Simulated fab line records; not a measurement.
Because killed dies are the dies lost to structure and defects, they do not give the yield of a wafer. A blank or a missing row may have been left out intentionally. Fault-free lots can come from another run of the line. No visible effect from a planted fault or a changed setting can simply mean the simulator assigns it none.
fab line records	flow n5-finfet
record: lots: 13	wafers: 39	last-day: 16
route steps=1938 shown ILD0@340 SDB@347 PASSIVATION@1936
lots untouched by any fault: they come from a run of this same line in which no faults occurred
start-h: the number of hours between the record's first day and the start of the first shown wafer of the lot	wait-h: hours since the lot's step before	" same as the row above	L1.1+2: a row that stands for several wafers	- either no value or no given start	* or withheld: withheld	< > ~ a bound
route shown NAME@n: a module of which the file shows steps, and the number in the route of the first	usual: mean and standard deviation over wafers with no fault	same: alike in all rows	chamber/n: place in a boat	sites: per-site readings	_std_site: the values' standard deviation	_edge_site: outer sites' mean less inner sites'	radius-mm: how far each site lies from the wafer's centre	mask NAME#n: copy n	behind: the most recent tool/chamber to have shaped the wafer	hold: why the lot was held/for how many hours/how that ended	device: transistor that didn't switch, given as n, p or np	end of line: at the end of the route, the tests of the same wafers	a step with no rows: only its recipe	killed: not the wafer's yield, but the dies lost to structure and defects at the first sort	map: the dies of a wafer, with x for killed, . for not killed, _ for no die there
set.NAME: the setting as run; set.NAME@STEP: as run at that earlier step	model.NAME: the simulator's own value behind a step, which no gauge read
a sample of lots followed through the steps of the route, with each step as a table and each wafer as a row
services: from which hour (start-h, from the record's first day; less than 0 if before it) a tool's chamber was out of use, for how many hours, and why
== steps ==
step: N5_ILD0_CMP_07
recipe: stop-on: poly-Si	material: SiO2_flowable	t-overpolish-s: 1.18	post-cmp-clean: alkaline-brush	down-force-psi: 4.1491	platen-rpm: 51.796	pad-velocity-m-s: 1.0306	target-thk-nm: 138.88
usual: edge-zone-pressure-frac: 1.000/0.0052	head-pressure-psi: 4.149/0.0092	motor-current-A: 12.6/1.1
lot.wafer	tool	chamber	start-h	wait-h	edge-zone-pressure-frac	head-pressure-psi	motor-current-A
L856.3	cmp-04	3	61.52	0.0	1.002	4.163	13.9
L856.2	"	0	"	"	0.997	4.157	12.1
L856.1	"	2	"	"	1.000	4.157	14.5
L857.3	cmp-02	2	69.19	0.1	0.997	4.144	11.0
L857.4	"	3	"	"	1.001	4.134	12.0
L857.5	"	0	"	"	1.005	4.173	13.1
L858.2	cmp-04	3	73.10	0.1	1.005	4.149	13.9
L858.1	"	0	"	"	0.989	4.152	12.0
L858.6	"	2	"	"	0.995	4.148	14.0
L860.3	cmp-03	3	86.03	0.0	1.004	4.140	13.3
L860.4	"	1	"	"	0.995	4.151	13.3
L860.5	"	0	"	"	1.004	4.134	12.8
L862.3	cmp-03	1	102.03	0.0	1.004	4.138	13.7
L862.4	"	2	"	"	0.988	4.156	11.5
L862.2	"	0	"	"	1.005	4.132	12.3
L863.4	cmp-04	1	110.32	0.1	0.997	4.136	11.6
L863.5	"	2	"	"	1.004	4.145	14.1
L863.6	"	3	"	"	1.006	4.136	13.5
L866.3	cmp-02	2	122.13	0.1	1.001	2.846	9.1
L866.1	"	3	"	"	1.005	2.841	9.3
L866.5	"	0	"	"	1.003	2.833	10.2
L868.3	cmp-04	2	132.62	0.0	0.998	4.151	14.2
L868.4	"	3	"	"	1.006	4.150	12.1
L868.5	"	3	"	"	1.004	4.154	13.9
L867.4	cmp-03	3	133.61	0.1	0.995	4.162	13.0
L867.5	"	1	"	"	1.001	4.134	13.4
L867.6	"	2	"	"	1.005	4.132	11.9
L872.4	cmp-02	3	162.29	0.0	0.995	2.841	9.2
L872.3	"	0	"	"	0.994	2.831	9.9
L872.1	"	2	"	"	0.990	2.831	8.7
L874.3	cmp-04	1	173.65	0.1	1.003	4.157	10.8
L874.2	"	3	"	"	0.997	4.166	12.8
L874.6	"	1	"	"	1.003	4.144	11.0
L875.1	cmp-03	2	180.03	0.1	0.996	4.136	11.8
L875.6	"	3	"	"	1.004	4.153	13.4
L875.5	"	0	"	"	1.000	4.170	12.2
L876.3	cmp-03	1	182.49	0.0	1.000	4.141	13.0
L876.4	"	3	"	"	0.996	4.148	13.8
L876.1	"	0	"	"	0.999	4.150	12.5
step: N5_ILD0_ALD_15
recipe: material: SiNx	target-thk-a: 240	temp-c: 400	ald-precursor-family: SiH2I2	ald-co-reactant: N2/H2-plasma	pulse-time-s: 1	ald-cycles: 480	purge-time-s: 2	co-reactant-purge-time-s: 2	pressure-torr: 2
usual: chamber-pressure-Torr: 2.000/0.004	heater-power-w: 832/110	precursor-pulse-height-rel: 0.999/0.023
lot.wafer	tool	chamber	start-h	wait-h	chamber-pressure-Torr	heater-power-w	precursor-pulse-height-rel
L856.1	ald-sin-04	3	62.60	0.6	1.997	725	1.023
L856.2	"	2	"	"	1.999	879	1.004
L856.3	"	0	"	"	1.998	928	0.991
L857.3	ald-sin-04	2	70.47	0.7	2.000	876	0.953
L857.4	"	0	"	"	2.002	904	1.023
L857.5	"	0	71.56	1.6	2.004	912	1.031
L858.1	ald-sin-02	2	74.04	0.6	1.995	1034	1.004
L858.2	"	3	"	"	1.998	804	0.969
L858.6	"	1	75.13	1.1	1.992	706	0.971
L860.3	ald-sin-03	3	87.36	0.7	2.000	830	1.008
L860.4	"	0	"	"	2.004	827	1.013
L860.5	"	3	88.45	1.5	2.002	805	0.992
L862.2	ald-sin-04	2	103.04	0.5	1.997	884	0.973
L862.3	"	3	"	"	2.008	706	0.993
L862.4	"	0	"	"	1.997	915	1.026
L863.4	ald-sin-03	0	111.22	0.2	2.002	792	1.016
L863.5	"	3	112.31	1.2	2.000	848	1.009
L863.6	"	0	"	"	2.001	793	0.973
L866.1	ald-sin-02	2	123.23	0.7	2.002	1036	1.004
L866.3	"	3	"	"	2.001	734	1.032
L866.5	"	1	124.32	1.4	1.999	675	1.026
L868.3	ald-sin-03	3	134.13	0.9	2.004	852	0.975
L868.4	"	0	135.22	1.8	2.002	819	1.034
L868.5	"	2	"	"	1.998	683	0.980
L867.4	ald-sin-04	2	135.15	0.8	2.007	878	1.015
L867.5	"	1	136.24	1.8	2.007	937	1.014
L867.6	"	0	"	"	2.002	919	0.998
L872.1	ald-sin-03	2	163.30	0.6	1.998	675	0.948
L872.3	"	3	"	"	1.999	836	1.002
L872.4	"	1	"	"	2.006	789	1.019
L874.2	ald-sin-02	3	174.62	0.5	1.994	717	0.995
L874.3	"	0	"	"	1.995	866	1.019
L874.6	"	1	175.71	1.1	2.001	685	0.982
L875.1	ald-sin-02	0	180.99	0.6	1.998	903	1.057
L875.5	"	1	182.08	1.3	2.000	669	1.029
L875.6	"	0	"	"	1.998	873	0.964
L876.1	ald-sin-02	1	184.15	1.2	1.997	695	0.976
L876.3	"	0	"	"	1.998	867	1.015
L876.4	"	2	"	"	1.998	1029	1.001
step: N5_SDB_HM_DEP_00
recipe: material: SiNx	target-thk-a: 400	temp-c: 400	precursor: SiH4/NH3/N2	pressure-torr: 1.5	rf-w: 300	time-s: 35.3
usual: chamber-pressure-Torr: 1.499/0.0033	heater-power-w: 785/93	showerhead-plenum-p-Torr: 5.14/0.088	throttle-valve-pct: 39.0/1.4
same: time-s: 35.3
lot.wafer	tool	chamber	start-h	wait-h	chamber-pressure-Torr	heater-power-w	showerhead-plenum-p-Torr	throttle-valve-pct
L856.1	pecvd-03	2	65.15	0.0	1.497	796	5.00	39.0
L856.2	"	1	"	"	1.502	858	5.11	39.7
L856.3	"	0	"	"	1.502	790	5.13	37.3
L857.3	pecvd-02	1	73.03	0.0	1.503	754	5.17	42.1
L857.4	"	1	"	"	1.503	749	5.15	42.1
L857.5	"	2	"	"	1.498	806	5.28	39.1
L858.1	pecvd-01	2	76.60	0.0	1.495	724	5.20	39.0
L858.2	"	1	"	"	1.501	672	5.24	36.4
L858.6	"	1	"	"	1.499	679	5.24	36.8
L860.3	pecvd-03	2	89.92	0.0	1.501	808	5.00	39.2
L860.4	"	1	"	"	1.503	782	5.10	39.7
L860.5	"	2	"	"	1.499	816	5.01	39.2
L862.2	pecvd-01	1	105.77	0.0	1.505	691	5.23	36.7
L862.3	"	2	"	"	1.494	673	5.19	39.1
L862.4	"	0	"	"	1.501	894	5.03	38.8
L863.4	pecvd-01	1	113.81	0.1	1.500	767	5.24	37.1
L863.5	"	2	"	"	1.495	683	5.19	39.1
L863.6	"	0	"	"	1.503	1034	5.02	38.8
L866.1	pecvd-01	2	125.79	0.0	1.498	695	5.20	38.9
L866.3	"	1	"	"	1.498	753	5.22	36.9
L866.5	"	2	"	"	1.499	703	5.20	38.9
L867.4	pecvd-02	1	137.74	0.1	1.497	734	5.15	41.9
L867.5	"	2	"	"	1.502	779	5.27	39.1
L867.6	"	0	"	"	1.507	856	5.07	39.1
L868.3	pecvd-01	0	137.77	0.0	1.499	927	5.03	38.6
L868.4	"	1	"	"	1.502	677	5.23	36.8
L868.5	"	2	"	"	1.499	786	5.19	38.7
L872.1	pecvd-02	1	165.86	0.0	1.499	766	5.15	41.8
L872.3	"	0	"	"	1.499	859	5.07	39.1
L872.4	"	0	"	"	1.499	851	5.09	39.1
L874.2	pecvd-01	1	177.18	0.0	1.498	719	5.24	36.7
L874.3	"	2	"	"	1.500	749	5.19	39.1
L874.6	"	1	"	"	1.505	717	5.22	36.5
L875.1	pecvd-02	1	183.55	0.0	1.497	750	5.16	42.0
L875.5	"	0	"	"	1.493	840	5.08	38.9
L875.6	"	1	"	"	1.500	762	5.16	41.9
L876.1	pecvd-03	1	186.71	0.0	1.493	821	5.10	39.6
L876.3	"	0	"	"	1.502	789	5.14	37.5
L876.4	"	2	"	"	1.500	730	5.00	39.5
step: N5_PASSIVATION_PROBE_49
usual: killed_at_M0_to_M3: 34/8.9	killed_at_M4_up: 13/5	killed-at-contacts: 12/7	killed-at-front-end: 38/11	killed-at-other: 3.2/2.9	killed-dies: 99/16	killed-open: 65/13	killed-short: 32/7.6
same: gross-dies: 1180	killed-at-back-side: 0
lot.wafer	tool	chamber	start-h	wait-h	killed_at_M0_to_M3	killed_at_M4_up	killed-at-contacts	killed-at-front-end	killed-at-other	killed-dies	killed-open	killed-short
L856.1	prober-02	-	251.95	0.0	47	25	9	33	0	114	80	33
L856.2	prober-02	-	252.00	0.1	46	8	6	37	3	100	54	35
L856.3	prober-02	-	252.05	0.1	40	14	8	38	2	102	67	30
L868.3	prober-01	-	336.30	0.1	31	9	4	39	6	89	57	23
L868.4	prober-01	-	336.35	0.2	30	8	5	28	4	75	41	25
L868.5	prober-01	-	336.40	0.2	36	11	15	32	10	104	63	41
L872.1	prober-01	-	371.93	0.0	23	12	10	45	1	91	62	27
L872.3	prober-01	-	372.03	0.1	43	16	11	40	3	113	80	31
L872.4	prober-01	-	372.08	0.2	40	11	22	31	4	108	75	31
killed by level:class
L856.1 BEOL_M4:geometric-particle:open=16 BEOL_M0_SAQP:geometric-particle:short=10 BEOL_M3:geometric-particle:open=10 MOL_CONTACT_COAG:geometric-particle:open=8 BEOL_M0_SAQP:geometric-particle:open=8 GATE_CUT:geometric-particle:short=7 BEOL_M2:geometric-particle:open=7 BEOL_M1:geometric-particle:open=7
L856.2 BEOL_M1:geometric-particle:open=11 BEOL_M2:geometric-particle:open=10 GATE_CUT:geometric-particle:short=7 HKMG_FIN:area-etch=7 MOL_CONTACT_COAG:geometric-particle:open=6 BEOL_M1:geometric-particle:short=6 FIN_SAQP:geometric-particle:short=5 FIN_SAQP:geometric-particle:open=4
L856.3 BEOL_M0_SAQP:geometric-particle:open=13 BEOL_M0_SAQP:geometric-particle:short=10 STI_FIN_REVEAL:geometric-particle:open=9 BEOL_M2:geometric-particle:open=8 BEOL_M4:geometric-particle:open=7 FIN_SAQP:geometric-particle:short=5 GATE_CUT:geometric-particle:short=5 MOL_CONTACT_COAG:geometric-particle:open=4
L868.3 BEOL_M1:geometric-particle:open=9 HKMG_FIN:area-etch=8 BEOL_M0_SAQP:geometric-particle:open=7 STI_FIN_REVEAL:geometric-particle:open=6 FIN_SAQP:geometric-particle:open=5 BEOL_M0:geometric-particle:open=5 BEOL_M2:geometric-particle:open=5 FIN_SAQP:geometric-particle:short=4
L868.4 BEOL_M2:geometric-particle:open=9 HKMG_FIN:area-etch=8 BEOL_M0_SAQP:geometric-particle:short=7 FIN_SAQP:geometric-particle:short=6 BEOL_M0_SAQP:geometric-particle:open=5 MOL_CONTACT_COAG:geometric-particle:open=5 STI_FIN_REVEAL:geometric-particle:open=3 DUMMY_GATE:geometric-particle:open=3
L868.5 MOL_CONTACT_COAG:geometric-particle:open=12 BEOL_M0_SAQP:geometric-particle:short=11 FIN_SAQP:geometric-particle:short=9 FIN_SAQP:geometric-particle:open=9 BEOL_M0_SAQP:geometric-particle:open=8 BEOL_M3:geometric-particle:open=6 BEOL_M2:geometric-particle:open=5 BEOL_M8:geometric-particle:open=4
L872.1 STI_FIN_REVEAL:geometric-particle:open=15 GATE_CUT:geometric-particle:open=8 MOL_CONTACT_COAG:geometric-particle:open=8 GATE_CUT:geometric-particle:short=7 BEOL_M0_SAQP:geometric-particle:open=7 BEOL_M0_SAQP:geometric-particle:short=5 BEOL_M4:geometric-particle:open=5 BEOL_M5:geometric-particle:open=4
L872.3 STI_FIN_REVEAL:geometric-particle:open=18 BEOL_M0_SAQP:geometric-particle:open=13 BEOL_M0_SAQP:geometric-particle:short=12 MOL_CONTACT_COAG:geometric-particle:open=9 BEOL_M1:geometric-particle:open=8 GATE_CUT:geometric-particle:open=4 BEOL_M3:geometric-particle:open=4 BEOL_M5:geometric-particle:open=4
L872.4 MOL_CONTACT_COAG:geometric-particle:open=17 FIN_SAQP:geometric-particle:short=9 BEOL_M0_SAQP:geometric-particle:open=9 BEOL_M3:geometric-particle:open=9 BEOL_M2:geometric-particle:open=8 FIN_SAQP:geometric-particle:open=6 STI_FIN_REVEAL:geometric-particle:open=6 BEOL_M1:geometric-particle:open=6
== services ==
tool	chamber	start-h	hours	kind
ald-sin-02	0	39.58	3.3	repair
ald-sin-04	2	43.16	10.6	repair
ald-sin-02	-	46.40	2.8	pm
pecvd-01	1	47.58	2.1	scheduled-down
cmp-02	-	64.16	0.5	repair
cmp-02	-	66.07	0.3	repair
cmp-04	-	66.17	0.6	repair
cmp-03	-	69.48	6.3	repair
ald-sin-04	-	85.16	1.5	repair
ald-sin-02	-	85.25	14.0	pm
cmp-04	-	93.91	0.9	repair
cmp-02	-	106.66	3.4	repair
pecvd-03	-	116.44	28.1	pm
pecvd-02	1	117.19	12.1	repair
ald-sin-04	-	120.55	14.6	pm
cmp-02	-	129.12	4.0	pm
ald-sin-03	-	131.72	2.4	repair
pecvd-02	0	140.99	6.8	repair
pecvd-03	-	145.58	0.6	repair
pecvd-03	-	148.91	11.4	repair
cmp-02	-	172.00	4.0	repair
ald-sin-03	-	178.15	14.0	pm
ald-sin-02	3	178.16	3.6	repair
cmp-02	-	181.64	3.3	repair
== key ==
first-sign: step: N5_ILD0_CMP_07	reading: head-pressure-psi	direction: down	sigmas: 99+	usual: 4.149	struck: 2.837
effect: step: N5_ILD0_CMP_07	reading: motor-current-A	direction: down	sigmas: 3	usual: 12.6	struck: 9.4
met-at N5_ILD0_CMP_07
struck-lots L866,L872
tester-left-out L866,L872
not-acting-at N5_ILD0_ALD_15,N5_SDB_HM_DEP_00
onset-between 69.19 122.13
fault: kind: process-parameter-drift	tool: cmp-02	chamber: -	onset-h: 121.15	steps: N5_ILD0_CMP_07	channel: down-force-psi	offset: -1.3117	shape: step	end-h: 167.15	acts-in: these-recipes-only	stated: 4.1491
tester-left-out: of these lots the tester's yield and bins aren't shown, on N5 and GAA mostly nor the transistor test; their killed dies are dies lost to structure and defects alone, not to doping, threshold or leakage, so they don't give the yield
